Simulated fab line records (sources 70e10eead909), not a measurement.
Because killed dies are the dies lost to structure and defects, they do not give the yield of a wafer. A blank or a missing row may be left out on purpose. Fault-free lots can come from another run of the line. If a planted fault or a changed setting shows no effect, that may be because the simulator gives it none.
fab line records	flow nand-harc
record: lots: 6	wafers: 18	last-day: 33
route steps=1302 shown A_BLC@1109 END@1302
lots with no fault: from the same line, run without faults
start-h: hours from the record's opening day to when the first of the lot's shown wafers began	wait-h: time in hours since the lot's previous step	" same as the row above	L1.1+2: one row covering several wafers at once	- no value, or no start was given	* or withheld: withheld	< > ~ a bound
route shown NAME@n: names a module that has steps shown in the file, with the first one's number in the route	usual: mean/standard deviation of fault-free wafers	same: alike in all rows	chamber/n: place in a boat	sites: per-site readings	_std_site: how widely they spread, as a standard deviation	_edge_site: mean of outer sites minus mean of inner sites	radius-mm: for every site, how far away it sits from the centre of the wafer	mask NAME#n: copy n	behind: the last tool/chamber to shape the wafer	hold: why the lot was held/for how many hours/how that ended	device: the transistor (n, p or np) that didn't switch	end of line: the route-end tests of the same wafers	step lacking rows: just its recipe	killed: the dies lost at the first sort to structure and to defects; this is not the yield of the wafer	map: shows each die of a wafer: x if killed, . if not, _ if none is there
set.NAME: the setting that was run; set.NAME@STEP: the one run at that earlier step	model.NAME: the simulator's own value behind a step, which no gauge read
lots at selected steps of the route; one table per step, one row per wafer
services: a tool's chamber out of use, with start hour (start-h, from the record's first day; less than 0 if before it), hours out, and reason
== steps ==
step: NHARC_A_BLC_COAT_02
recipe: temp-c: 260	time-s: 75
step: NHARC_A_BLC_COAT_03
recipe: temp-c: 225	time-s: 65
step: NHARC_A_BLC_COAT_04
recipe: spin-rpm: 1500	resist-thk-nm: 90
step: NHARC_A_BLC_SOFTBAKE_05
recipe: temp-c: 105	time-s: 55
step: NHARC_A_BLC_EBR_06
step: NHARC_A_BLC_EXPOSE_07
recipe: na: 1.35	target-cd-nm: 100	dose-mj: 67.97	mask-id: A_BLC
step: NHARC_A_BLC_PEB_08
recipe: peb-temp-c: 100	peb-time-s: 65
step: NHARC_A_BLC_DEVELOP_09
recipe: develop-time-s: 35	dev-temp-c: 23
step: NHARC_A_BLC_CD_MEAS_10
recipe: target-cd-nm: 100	landing-energy-ev: 500
usual: cd-nm: 100.4/0.84
same: landing-energy-ev: 500
lot.wafer	tool	chamber	start-h	wait-h	cd-nm
L274.2	cd-sem-01	0	530.53	-	101.3
L274.4	"	0	"	"	101.7
L274.5	"	0	"	"	100.9
L283.2	cd-sem-01	0	629.32	-	99.3
L283.4	"	0	"	"	99.9
L283.5	"	0	"	"	100.2
L285.2	cd-sem-02	0	631.45	-	100.5
L285.5	"	0	"	"	100.6
L285.6	"	0	"	"	100.6
L293.1	cd-sem-02	0	726.19	-	100.1
L293.4	"	0	"	"	99.7
L293.5	"	0	"	"	100.3
L294.3	cd-sem-01	0	727.39	-	100.7
L294.5	"	0	"	"	100.3
L294.6	"	0	"	"	99.8
L295.1	cd-sem-01	0	739.47	-	99.9
L295.2	"	0	"	"	99.2
L295.3	"	0	"	"	99.1
step: NHARC_A_BLC_OVL_MEAS_11
usual: overlay-x-nm: -0.2/0.73	overlay-y-nm: -0.1/0.68
lot.wafer	tool	chamber	start-h	wait-h	overlay-x-nm	overlay-y-nm
L274.2	overlay-01	-	530.62	-	-0.7	-0.6
L274.4	"	-	"	"	-0.6	-0.4
L274.5	"	-	"	"	-0.6	-0.3
L283.2	overlay-01	-	629.41	-	-0.2	0.5
L283.4	"	-	"	"	0.4	0.7
L283.5	"	-	"	"	0.6	0.4
L285.2	overlay-01	-	631.54	-	-1.6	-0.4
L285.5	"	-	"	"	-1.9	-0.8
L285.6	"	-	"	"	-1.4	-0.6
L293.1	overlay-02	-	726.27	-	-0.4	-0.8
L293.4	"	-	"	"	-0.1	-0.5
L293.5	"	-	"	"	-0.3	-0.4
L294.3	overlay-01	-	727.48	-	0.9	-0.8
L294.5	"	-	"	"	1.0	-1.3
L294.6	"	-	"	"	1.6	-0.5
L295.1	overlay-02	-	739.56	-	0.0	-0.9
L295.2	"	-	"	"	-0.2	-1.2
L295.3	"	-	"	"	0.0	-1.2
step: NHARC_A_BLC_INSPECT_12
usual: raw-defect-count: 89/37
lot.wafer	tool	chamber	start-h	wait-h	raw-defect-count
L274.2	defect-inspect-02	-	530.65	0.0	105
L274.4	"	-	"	"	105
L274.5	"	-	"	"	130
L283.2	defect-inspect-02	-	629.44	0.0	98
L283.4	"	-	"	"	91
L283.5	"	-	"	"	80
L285.2	defect-inspect-02	-	631.57	0.0	153
L285.5	"	-	"	"	126
L285.6	"	-	"	"	140
L293.1	defect-inspect-02	-	726.31	0.0	46
L293.4	"	-	"	"	59
L293.5	"	-	"	"	47
L294.3	defect-inspect-02	-	727.51	0.0	106
L294.5	"	-	"	"	109
L294.6	"	-	"	"	102
L295.1	defect-inspect-01	-	739.60	0.0	132
L295.2	"	-	"	"	142
L295.3	"	-	"	"	125
step: NHARC_A_BLC_DESCUM_15
recipe: time-s: 3	o2-flow-sccm: 200	ar-flow-sccm: 0	bias-power-w: 0	chemistry: O2
usual: drypump-motor-current-A: 5.7/0.38	oes-product-au: 0.997/0.014	rf-vpp-V: 57.6/0.98	showerhead-plenum-p-Torr: 1.87/0.066	throttle-valve-pct: 11.310/0.0086
lot.wafer	tool	chamber	start-h	wait-h	drypump-motor-current-A	oes-product-au	rf-hours-counter-h	rf-vpp-V	showerhead-plenum-p-Torr	throttle-valve-pct
L274.2	rie-diel-11	0	530.71	0.1	5.4	1.006	4	56.9	1.79	11.311
L274.4	"	1	"	"	5.2	1.009	5	57.8	1.90	11.313
L274.5	"	0	"	"	5.4	1.007	-	57.2	1.79	11.319
L283.2	rie-diel-03	1	629.51	0.1	5.7	0.992	15	58.5	1.98	11.317
L283.4	"	2	"	"	5.0	0.981	15	59.3	1.86	11.319
L283.5	"	1	"	"	5.7	0.996	-	58.6	1.98	11.298
L285.2	rie-diel-03	3	631.63	0.1	6.1	1.000	15	56.3	1.80	11.296
L285.6	"	3	"	"	6.1	0.991	-	56.3	1.80	11.310
L285.5	"	0	"	"	5.7	0.971	-	57.1	1.81	11.313
L293.1	rie-diel-03	1	726.37	0.1	5.7	0.983	6	58.2	1.98	11.305
L293.4	"	2	"	"	5.0	0.990	5	58.1	1.86	11.310
L293.5	"	2	"	"	5.0	0.996	-	56.5	1.86	11.310
L294.3	rie-diel-03	2	727.60	0.1	5.0	0.991	6	57.7	1.86	11.306
L294.6	"	3	"	"	6.1	0.975	-	56.6	1.79	11.301
L294.5	"	0	"	"	5.8	0.986	-	57.3	1.81	11.316
L295.3	rie-diel-03	0	739.66	0.1	5.8	1.000	8	58.7	1.81	11.315
L295.2	"	1	"	"	5.8	0.982	8	58.4	1.98	11.299
L295.1	"	3	"	"	6.1	0.997	7	57.7	1.79	11.303
step: NHARC_A_BLC_ETCH_16
recipe: target-depth-a: 390	over-etch-frac: 0.3	time-s: 65	ion-energy-ev: 80	cf4-flow-sccm: 150	ar-flow-sccm: 0	rf-w: 300	bias-w: 100	chemistry: CF4
usual: cf4-flow-sccm: 150.1/0.48	drypump-motor-current-A: 5.7/0.39	oes-product-au: 0.997/0.013	rf-vpp-V: 151.1/1.1	showerhead-plenum-p-Torr: 1.74/0.058	throttle-valve-pct: 13.284/0.01
lot.wafer	tool	chamber	start-h	wait-h	cf4-flow-sccm	drypump-motor-current-A	oes-product-au	rf-hours-counter-h	rf-vpp-V	showerhead-plenum-p-Torr	throttle-valve-pct
L274.4	rie-diel-11	2	530.81	0.1	150.2	5.8	0.998	5	151.5	1.74	13.278
L274.2	"	3	"	"	150.5	6.3	1.001	4	151.4	1.80	13.296
L274.5	"	1	"	"	151.3	5.2	1.004	-	150.3	1.76	13.298
L283.2	rie-diel-03	0	629.59	0.1	150.2	5.7	0.856	14	149.3	1.68	13.284
L283.4	"	1	"	"	149.9	5.7	0.869	15	153.2	1.83	13.301
L283.5	"	1	"	"	150.3	5.7	0.876	-	152.5	1.83	13.296
L285.2	rie-diel-03	0	631.74	0.1	150.4	5.7	0.836	14	150.6	1.68	13.286
L285.5	"	1	"	"	148.8	5.7	0.872	-	152.6	1.83	13.287
L285.6	"	2	"	"	150.3	5.0	0.862	-	150.6	1.72	13.284
L293.1	rie-diel-03	1	726.47	0.1	150.7	5.8	0.992	6	151.3	1.82	13.300
L293.4	"	2	"	"	149.8	5.0	0.995	5	151.2	1.72	13.274
L293.5	"	0	"	"	150.1	5.7	0.992	-	150.7	1.68	13.290
L294.3	rie-diel-03	2	727.68	0.1	150.1	5.0	0.990	6	151.7	1.72	13.277
L294.6	"	3	"	"	149.7	6.1	0.993	-	148.7	1.67	13.286
L294.5	"	0	"	"	150.8	5.7	0.980	-	150.2	1.68	13.268
L295.1	rie-diel-03	2	739.74	0.1	149.7	5.0	0.994	7	151.7	1.72	13.280
L295.3	"	0	"	"	150.5	5.8	0.985	8	150.0	1.68	13.289
L295.2	"	1	"	"	149.4	5.7	0.971	8	150.8	1.82	13.286
step: NHARC_A_BLC_ETCH_17
recipe: target-depth-a: 3900	over-etch-frac: 0.25	time-s: 609.38	ion-energy-ev: 200	n2-flow-sccm: 150	h2-flow-sccm: 150	ar-flow-sccm: 0	rf-w: 400	bias-w: 150	chemistry: N2/H2
usual: drypump-motor-current-A: 5.7/0.39	oes-product-au: 0.996/0.013	rf-vpp-V: 429.5/2.2	showerhead-plenum-p-Torr: 2.00/0.073	throttle-valve-pct: 14.171/0.0088
lot.wafer	tool	chamber	start-h	wait-h	drypump-motor-current-A	oes-product-au	rf-hours-counter-h	rf-vpp-V	showerhead-plenum-p-Torr	throttle-valve-pct
L274.2	rie-diel-11	3	-	-	6.2	1.000	4	432.8	2.09	14.181
L274.4	"	1	"	"	5.2	0.996	5	431.3	2.03	14.167
L274.5	"	2	"	"	5.8	1.005	-	429.2	2.01	14.159
L283.2	rie-diel-03	2	-	-	5.0	0.998	15	429.1	1.98	14.173
L283.4	"	3	"	"	6.1	0.996	15	426.2	1.91	14.175
L283.5	"	2	"	"	5.0	0.990	-	429.3	1.98	14.181
L285.2	rie-diel-03	1	-	-	5.7	0.994	16	432.5	2.11	14.156
L285.6	"	1	"	"	5.7	1.001	-	432.2	2.11	14.172
L285.5	"	2	"	"	5.0	0.987	-	430.7	1.98	14.180
L293.4	rie-diel-03	3	-	-	6.1	0.995	6	427.7	1.91	14.179
L293.1	"	0	"	"	5.7	0.984	6	426.7	1.92	14.165
L293.5	"	0	"	"	5.8	0.994	-	428.8	1.92	14.171
L294.3	rie-diel-03	3	-	-	6.1	0.983	6	425.6	1.91	14.178
L294.6	"	0	"	"	5.8	0.986	-	427.4	1.92	14.165
L294.5	"	1	"	"	5.8	0.984	-	432.8	2.11	14.175
L295.3	rie-diel-03	2	-	-	5.0	0.999	7	428.8	1.98	14.164
L295.1	"	3	"	"	6.1	0.986	7	428.0	1.91	14.165
L295.2	"	1	"	"	5.7	0.980	8	433.0	2.11	14.163
step: NHARC_END_SORT_01
recipe: temp-c: 25
usual: killed-at-array: 52/19	killed-at-other: 1.0/1.2	killed-at-periphery: 4.1/2.8	killed-dies: 57/19	killed-open: 3.1/1.7	killed-short: 2.5/1.5
same: gross-dies: 677
lot.wafer	tool	chamber	start-h	wait-h	killed-at-array	killed-at-other	killed-at-periphery	killed-dies	killed-open	killed-short
L274.2	prober-01	0	575.95	2.8	74	1	2	77	1	1
L274.4	prober-01	0	577.54	3.4	83	2	2	87	2	2
L274.5	prober-01	0	578.33	3.7	88	1	3	92	1	5
L283.2	prober-02	0	675.72	2.8	71	5	8	84	2	2
L283.4	prober-02	0	677.33	3.4	45	0	9	54	2	1
L283.5	prober-02	0	678.14	3.7	62	0	5	67	3	3
L285.2	prober-01	0	683.37	2.8	87	3	2	92	3	3
L285.5	prober-01	0	685.83	3.8	73	3	2	78	5	4
L285.6	prober-01	0	686.64	4.1	82	1	2	85	3	3
L293.1	prober-01	0	771.00	2.5	32	1	5	38	3	5
L293.4	prober-01	0	773.37	3.4	49	1	1	51	2	4
L293.5	prober-01	0	774.17	3.7	32	1	2	35	3	6
L294.3	prober-02	0	772.87	3.1	63	1	8	72	3	3
L294.5	prober-02	0	774.51	3.8	37	4	6	47	2	5
L294.6	prober-02	0	775.33	4.1	56	1	6	63	4	2
L295.1	prober-01	0	785.33	2.5	62	0	6	68	2	2
L295.2	prober-01	0	786.13	2.8	67	0	7	74	0	5
L295.3	prober-01	0	786.93	3.1	30	0	9	39	2	5
killed by level:class
L274.2 A_CHANNEL_HOLE_D1:chamber-film-flake=33 A_SLIT:chamber-film-flake=22 A_CHANNEL_HOLE_D2:chamber-film-flake=7 A_CONTACT:chamber-film-flake=7 A_ZERO_WELL:chamber-film-flake=2 A_DECK1_JOINT:geometric-particle:open=1 A_SGD_CUT:geometric-particle:short=1 P_ZERO_WELL:chamber-film-flake=1
L274.4 A_CHANNEL_HOLE_D1:chamber-film-flake=32 A_SLIT:chamber-film-flake=28 A_CONTACT:chamber-film-flake=6 A_CHANNEL_HOLE_D2:chamber-film-flake=4 A_WL_FILL:chamber-film-flake=4 A_STAIRCASE:chamber-film-flake=3 A_SGD_CUT:chamber-film-flake=3 P_GATE:geometric-particle:short=2
L274.5 A_CHANNEL_HOLE_D1:chamber-film-flake=37 A_CHANNEL_HOLE_D2:chamber-film-flake=16 A_SLIT:chamber-film-flake=13 A_CONTACT:chamber-film-flake=9 A_STAIRCASE:chamber-film-flake=3 A_DECK1_JOINT:chamber-film-flake=2 P_M1:geometric-particle:short=1 A_M0:geometric-particle:short=1
L283.2 A_SLIT:chamber-film-flake=37 A_CHANNEL_HOLE_D1:chamber-film-flake=11 A_CHANNEL_HOLE_D2:chamber-film-flake=10 A_STAIRCASE:chamber-film-flake=8 P_CONTACT:chamber-film-flake=6 HYBRID_BOND:chamber-film-flake=4 A_SOURCE_PLATE:geometric-particle:open=2 A_CONTACT:chamber-film-flake=2
L283.4 A_CHANNEL_HOLE_D1:chamber-film-flake=13 A_SLIT:chamber-film-flake=10 A_CONTACT:chamber-film-flake=7 A_CHANNEL_HOLE_D2:chamber-film-flake=6 P_CONTACT:chamber-film-flake=5 A_STAIRCASE:chamber-film-flake=5 A_CHANNEL_HOLE_D2:unspecified=2 P_CONTACT:geometric-particle:open=1
L283.5 A_SLIT:chamber-film-flake=37 A_STAIRCASE:chamber-film-flake=6 A_CHANNEL_HOLE_D2:chamber-film-flake=5 P_CONTACT:chamber-film-flake=4 A_CHANNEL_HOLE_D1:chamber-film-flake=4 A_CHANNEL_HOLE_D2:unspecified=2 A_CONTACT:chamber-film-flake=2 A_SOURCE_PLATE:geometric-particle:open=1
L285.2 A_CHANNEL_HOLE_D1:chamber-film-flake=38 A_CHANNEL_HOLE_D2:chamber-film-flake=23 A_SLIT:chamber-film-flake=14 A_CONTACT:chamber-film-flake=5 A_ONON_D2:geometric-particle:open=2 THIN_TSV:chamber-film-flake=2 A_CHANNEL_FILL_D1:geometric-particle:short=1 A_CONTACT:geometric-particle:open=1
L285.5 A_SLIT:chamber-film-flake=28 A_CHANNEL_HOLE_D1:chamber-film-flake=21 A_CHANNEL_HOLE_D2:chamber-film-flake=10 A_CONTACT:chamber-film-flake=4 A_WL_FILL:geometric-particle:short=2 THIN_TSV:chamber-film-flake=2 A_ONON_D1:geometric-particle:open=1 A_CHANNEL_FILL_D1:geometric-particle:open=1
L285.6 A_CHANNEL_HOLE_D1:chamber-film-flake=34 A_CHANNEL_HOLE_D2:chamber-film-flake=23 A_SLIT:chamber-film-flake=13 A_CONTACT:chamber-film-flake=4 A_ONON_D1:geometric-particle:short=1 A_CHANNEL_HOLE_D1:geometric-particle:short=1 A_CHANNEL_FILL_D1:geometric-particle:open=1 A_DECK1_JOINT:geometric-particle:short=1
L293.1 A_CHANNEL_HOLE_D1:chamber-film-flake=11 A_CONTACT:chamber-film-flake=7 A_SLIT:chamber-film-flake=4 A_SGD_CUT:geometric-particle:short=2 P_GATE:chamber-film-flake=2 P_STI:geometric-particle:short=1 P_M0:geometric-particle:open=1 A_SOURCE_PLATE:geometric-particle:short=1
L294.3 A_CHANNEL_HOLE_D2:chamber-film-flake=32 A_SLIT:chamber-film-flake=13 A_CONTACT:chamber-film-flake=6 P_ZERO_WELL:chamber-film-flake=4 A_STAIRCASE:chamber-film-flake=3 A_ONON_D1:geometric-particle:short=2 P_M2:chamber-film-flake=2 P_GATE:geometric-particle:open=1
L293.4 A_CHANNEL_HOLE_D1:chamber-film-flake=22 A_SLIT:chamber-film-flake=6 A_CONTACT:chamber-film-flake=5 A_DECK1_JOINT:chamber-film-flake=3 A_CHANNEL_FILL_D2:chamber-film-flake=3 A_WL_FILL:chamber-film-flake=2 A_ONON_D1:geometric-particle:short=1 A_CHANNEL_FILL_D1:geometric-particle:short=1
L293.5 A_SLIT:chamber-film-flake=9 A_CHANNEL_HOLE_D1:chamber-film-flake=5 A_CONTACT:chamber-film-flake=4 A_ONON_D2:geometric-particle:short=2 A_DECK1_JOINT:chamber-film-flake=2 A_STAIRCASE:chamber-film-flake=2 P_CONTACT:geometric-particle:open=1 A_ONON_D1:geometric-particle:short=1
L294.5 A_CONTACT:chamber-film-flake=10 A_SLIT:chamber-film-flake=10 A_CHANNEL_HOLE_D2:chamber-film-flake=6 THIN_TSV:chamber-film-flake=4 P_M2:chamber-film-flake=3 A_STAIRCASE:chamber-film-flake=3 P_ZERO_WELL:chamber-film-flake=2 P_GATE:geometric-particle:open=1
L294.6 A_SLIT:chamber-film-flake=21 A_CHANNEL_HOLE_D2:chamber-film-flake=20 A_STAIRCASE:chamber-film-flake=4 A_CONTACT:chamber-film-flake=4 P_M2:chamber-film-flake=3 P_ZERO_WELL:chamber-film-flake=2 P_GATE:geometric-particle:short=1 A_CHANNEL_FILL_D1:geometric-particle:open=1
L295.1 A_CHANNEL_HOLE_D1:chamber-film-flake=23 A_CHANNEL_HOLE_D2:chamber-film-flake=12 A_CONTACT:chamber-film-flake=10 A_SLIT:chamber-film-flake=7 A_STAIRCASE:chamber-film-flake=5 P_STI:chamber-film-flake=3 P_M1:geometric-particle:open=1 A_SOURCE_PLATE:geometric-particle:open=1
L295.2 A_CHANNEL_HOLE_D2:chamber-film-flake=22 A_SLIT:chamber-film-flake=22 A_CHANNEL_HOLE_D1:chamber-film-flake=6 A_STAIRCASE:chamber-film-flake=5 P_STI:chamber-film-flake=4 A_CONTACT:chamber-film-flake=3 P_CONTACT:geometric-particle:short=2 A_DECK1_JOINT:chamber-film-flake=2
L295.3 A_SLIT:chamber-film-flake=9 A_M1:chamber-film-flake=6 P_STI:chamber-film-flake=5 A_CHANNEL_HOLE_D2:chamber-film-flake=4 A_CHANNEL_HOLE_D1:chamber-film-flake=2 A_CONTACT:chamber-film-flake=2 P_GATE:geometric-particle:open=1 P_CONTACT:geometric-particle:short=1
== services ==
tool	chamber	start-h	hours	kind
rie-diel-03	0	516.32	-	clean
rie-diel-03	1	516.32	-	clean
rie-diel-03	2	516.32	-	clean
rie-diel-03	3	516.32	-	clean
rie-diel-03	0	522.79	10.1	repair
rie-diel-03	0	540.82	-	clean
rie-diel-03	1	540.82	-	clean
rie-diel-03	2	540.82	-	clean
rie-diel-03	3	540.82	-	clean
rie-diel-11	3	552.48	1.9	repair
rie-diel-03	0	565.45	-	clean
rie-diel-03	1	565.45	-	clean
rie-diel-03	2	565.45	-	clean
rie-diel-03	3	565.45	-	clean
rie-diel-11	2	567.52	9.8	repair
rie-diel-11	2	585.89	5.8	repair
rie-diel-03	0	589.95	-	clean
rie-diel-03	1	589.95	-	clean
rie-diel-03	2	589.95	-	clean
rie-diel-03	3	589.95	-	clean
rie-diel-11	-	609.56	9.0	pm
rie-diel-03	-	635.32	9.0	pm
rie-diel-11	3	651.71	1.2	repair
rie-diel-11	3	716.29	14.6	repair
== key ==
first-sign: step: NHARC_A_BLC_ETCH_16	reading: oes-product-au	direction: down	sigmas: 11	usual: 0.997	struck: 0.862
effect none on later readings
met-at NHARC_A_BLC_ETCH_16
struck-wafers L283.2,L283.4,L283.5,L285.2,L285.5,L285.6
tester-left-out L283,L285
fault: kind: process-parameter-drift	tool: rie-diel-03	chamber: -	onset-h: 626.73	steps: NHARC_A_BLC_ETCH_16	channel: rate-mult	offset: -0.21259	shape: step	end-h: 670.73
tester-left-out: of these lots the tester's yield and bins aren't shown, on N5 and GAA mostly nor the transistor test; their killed dies are dies lost to structure and defects alone, not to doping, threshold or leakage, so they don't give the yield
